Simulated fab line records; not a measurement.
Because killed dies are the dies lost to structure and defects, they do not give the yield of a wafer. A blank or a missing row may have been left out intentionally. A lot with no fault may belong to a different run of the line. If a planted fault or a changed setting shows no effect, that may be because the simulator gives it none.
Chamber matching ; flow n5 finfet ; rie diel-05 running N5_DUMMY_REMOVAL_HM_STRIP_01: 4 sister chambers
The step strips SiNx in CH3F/O2, stops on poly-Si, target depth 4 nm, time 6.8 s. 8 wafers are shown with their chamber, then 9 later ones without.

== WAFERS PAIRED WITH THEIR CHAMBERS ==
wafer;chamber;drypump motor current A (A);throttle valve pct (%)
L074.3;2;5.5;16.13
L080.1;2;5.5;16.16
L085.2;0;6.1;16.37
L087.2;0;6.1;16.38
L087.3;1;5.9;15.93
L088.1;3;6.0;16.38
L088.4;1;5.8;15.95
L088.5;3;6.0;16.36

== WAFERS MISSING THEIR CHAMBER ==
wafer;drypump motor current A (A);throttle valve pct (%)
L090.2;6.0;16.36
L090.3;5.8;15.95
L090.5;5.5;16.18
L092.1;6.1;16.39
L092.2;6.0;16.38
L092.3;5.9;15.95
L095.2;6.0;16.38
L095.4;6.1;16.41
L095.6;5.9;15.97

== WHICH CHAMBER EACH WENT THROUGH ==
wafer;from the rows above;in truth
L090.2;3;3
L090.3;1;1
L090.5;2;2
L092.1;0;0
L092.2;3;3
L092.3;1;1
L095.2;3;3
L095.4;can't be placed: 0 or 3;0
L095.6;1;1
8 of 9 placed correctly. These rows do not allow placing 1 (true chamber among the candidates in 1). 0 placed wrongly.
How it was worked out, from the rows above alone: a wafer's distance from a chamber is the root of the sum, over the readings, of the square of ((its reading less the chamber's mean) divided by the reading's scatter). If the next closest chamber is less than 2 further off than the closest, the wafer can't be placed; otherwise it belongs to the closest. A chamber's mean is the mean of its shown wafers. The scatter: the root of (the sum of the squares of (reading less its chamber's mean) over the shown wafers, divided by (wafers less chambers)).
